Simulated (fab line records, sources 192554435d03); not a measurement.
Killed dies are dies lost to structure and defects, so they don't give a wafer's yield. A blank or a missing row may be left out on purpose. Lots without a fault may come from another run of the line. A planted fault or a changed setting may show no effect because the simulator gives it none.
Chamber matching | flow n5_finfet | N5_GATE_CUT_CMP_02 on cmp-02: 4 sister chambers
The step polishes, stops on SiO2, t overpolish 12.7 s, target thk 0 nm. 4 wafers are shown with their chamber, then 9 later ones without.

WAFERS WITH THEIR CHAMBER
wafer  | chamber | motor_current_A (A)
L075.5 | 1       | 8.4
L084.6 | 2       | 7.0
L086.1 | 0       | 8.9
L086.6 | 3       | 8.5

WAFERS WITHOUT THEIR CHAMBER
wafer  | motor_current_A (A)
L092.1 | 9.0
L092.4 | 8.1
L092.5 | 7.8
L093.1 | 8.3
L093.4 | 7.0
L093.6 | 8.3
L096.3 | 8.9
L096.4 | 8.0
L096.6 | 8.1

WHICH CHAMBER EACH WENT THROUGH
wafer  | from the rows above               | in truth
L092.1 | can't be placed: 0 or 3 or 1      | 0
L092.4 | can't be placed: 1 or 3 or 0      | 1
L092.5 | can't be placed: 1 or 3 or 2 or 0 | 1
L093.1 | can't be placed: 1 or 3 or 0      | 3
L093.4 | 2                                 | 2
L093.6 | can't be placed: 1 or 3 or 0      | 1
L096.3 | can't be placed: 0 or 3 or 1      | 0
L096.4 | can't be placed: 1 or 3 or 0      | 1
L096.6 | can't be placed: 1 or 3 or 0      | 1
Placed correctly: 1 of 9. Can't be placed from these rows: 8 (the true chamber is among the candidates in 8). Placed wrongly: 0.
How it was worked out, from the rows above alone: a wafer's distance from a chamber is the root of the sum, over the readings, of the square of ((its reading less the chamber's mean) divided by the reading's scatter). The wafer belongs to the nearest chamber; if the next one is less than 2 further off, it can't be placed. A chamber's mean is the mean of its shown wafers. The scatter: with one shown wafer a chamber, the root of the mean of the squares of how far each hidden wafer lies from its nearest shown one.
